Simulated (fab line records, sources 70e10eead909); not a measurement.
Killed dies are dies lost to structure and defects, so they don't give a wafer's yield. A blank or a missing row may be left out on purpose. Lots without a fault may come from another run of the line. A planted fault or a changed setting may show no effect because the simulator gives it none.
A struck lot beside a sound one | flow nand_harc | 25 steps out of a route of 1159
Sound: wafers L302.1, L302.4, L302.6. Struck: wafers L292.1, L292.5, L292.6. The cause comes at the end.
At each step with rows: each side's tool, then ch and its chambers, then its first start. Under that, the readings that differ: sound wafers | struck wafers | difference of the means | sigmas: that difference in standard deviations of wafers without a fault.
alike: readings whose means differ by less than 2 such deviations, and words and numbers that are the same on both sides. not compared: withheld readings, readings that some wafer has no value for, bounds like >300 that may hide the same value, and numbers for which the record gives no deviation and whose values overlap.
The two part at a step that has a row with sigmas, a row that says differs or no value, or rows on one side only. Numbers that don't overlap but have no deviation are shown without sigmas and don't part them. A reading that every wafer of one side lacks parts them only if that side has two wafers or more.

first, 8 steps without rows for these wafers: NHARC_A_CHANNEL_HOLE_D1_DEVELOP_09 (develop time 35 s); NHARC_A_CHANNEL_HOLE_D1_DESCUM_15 (chemistry O2, time 3 s); NHARC_A_CHANNEL_HOLE_D1_ETCH_38 (etches the open film in CF4, target depth 39 nm, time 65 s); NHARC_A_CHANNEL_HOLE_D1_ETCH_39 (etches the open film in N2/H2, target depth 260 nm, time 325 s); NHARC_A_CHANNEL_HOLE_D1_ETCH_34 (etches the open film in CF4/CHF3, target depth 154 nm, time 77 s); NHARC_A_CHANNEL_HOLE_D1_ETCH_16 (etches the open film in O2/COS, target depth 3100 nm, time 806 s); NHARC_A_CHANNEL_HOLE_D1_ETCH_19 (etches the open film in C4F8/O2/Ar, time 34.5 s); NHARC_A_CHANNEL_HOLE_D1_ETCH_20 (etches the open film in C4F8/O2/Ar, time 361.9 s, target depth 1600 nm).
NHARC_A_CHANNEL_HOLE_D1_ETCH_21: etches the open film in C4F8/O2/Ar, time 514.3 s, target depth 1600 nm.
  sound on har_etch-02 ch 0,1, day 13 02:26; struck on har_etch-01 ch 0,1, day 10 21:17
  no value came back on the struck wafers for any of 5 readings (c4f8_flow_sccm (sccm), chamber_pressure_mTorr (mTorr) and others); on the sound wafers c4f8_flow_sccm (sccm) reads 89.14 89.56 89.71
  not compared: rf_hours_counter_h
then, 9 steps without rows for these wafers: NHARC_A_CHANNEL_HOLE_D1_ETCH_22 (etches the open film in C4F8/O2/Ar, time 666.7 s, target depth 1600 nm); NHARC_A_CHANNEL_HOLE_D1_ETCH_23 (etches the open film in C4F8/O2/Ar, time 819 s, target depth 1600 nm); NHARC_A_CHANNEL_HOLE_D1_ETCH_24 (etches the open film in C4F8/O2/Ar, time 906.2 s, target depth 1500 nm); NHARC_A_CHANNEL_HOLE_D1_ETCH_25 (etches the open film in C4F8/O2/Ar, time 1040.2 s, target depth 1500 nm); NHARC_A_CHANNEL_HOLE_D1_ETCH_26 (etches the open film in C4F8/O2/Ar, time 224.1 s, target depth 300 nm); NHARC_A_CHANNEL_HOLE_D1_ETCH_33 (etches the open film in C4F8/O2/Ar, time 90 s, target depth 400 nm); NHARC_A_CHANNEL_HOLE_D1_STRIP_41 (strips in N2/H2); NHARC_A_CHANNEL_HOLE_D1_STRIP_42 (strips in CF4/CHF3); NHARC_A_CHANNEL_HOLE_D1_STRIP_43 (strips in O2/COS).
NHARC_A_CHANNEL_HOLE_D1_ETCH_44: etches the open film in CF4/O2, target depth 140 nm, overetch 14 nm, time 77 s.
  sound on rie_diel-01 ch 0,2,3, day 13 06:41; struck on rie_diel-08 ch 1,2, day 11 01:31
  alike: bias_w, cf4_flow_sccm, drypump_motor_current_A, oes_f_703_au, oes_o_777_au, oes_product_au, rf_vpp_V, showerhead_plenum_p_Torr, throttle_valve_pct
  not compared: rf_hours_counter_h, model.A_CHANNEL_HOLE_D1.cd_nm
then, 3 steps without rows for these wafers: NHARC_A_CHANNEL_HOLE_D1_STRIP_27 (strips in O2); NHARC_A_CHANNEL_HOLE_D1_PRECLEAN_28 (cleans in SC1); NHARC_A_CHANNEL_HOLE_D1_SRD_29.
NHARC_A_CHANNEL_HOLE_D1_CD_MEAS_30:
  sound on cd_sem-01, day 13 07:28; struck on cd_sem-01, day 11 02:18
  reading    | sound          | struck      | difference | sigmas
  cd_nm (nm) | 89.8 90.1 90.9 | 0.8 1.7 1.9 | -88.8      | -68
NHARC_A_CHANNEL_HOLE_D1_XSEM_31:
  sound on xsem-02 ch 0, day 13 07:34; struck on xsem-02 ch 0, day 11 02:23
  reading        | sound          | struck      | difference | sigmas
  bot_cd_nm (nm) | 74.9 75.5 76.1 | 1.1 2.2 2.6 | -73.5      | -53
  bow_nm (nm)    | 8.9 8.9 8.9    | 0.3 0.3 0.3 | -8.6       | -29
  alike: tilt_deg
-- the record jumps here: 11 days lie between the struck wafers' starts before and after (it left off in module A_CHANNEL_HOLE_D1 and takes up again in module END, whose first step shown is number 1159 of the route) --
NHARC_END_SORT_01:
  the record has rows for the struck wafers here (prober-02 ch 0, day 21 17:51) and none for the sound ones

WHERE THEY PART
First at NHARC_A_CHANNEL_HOLE_D1_ETCH_21; last, within this record, at NHARC_END_SORT_01.

WHY: what the simulator had put in
Skipped step whole: har_etch-01, from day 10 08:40 on, at NHARC_A_CHANNEL_HOLE_D1_ETCH_21. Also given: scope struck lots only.
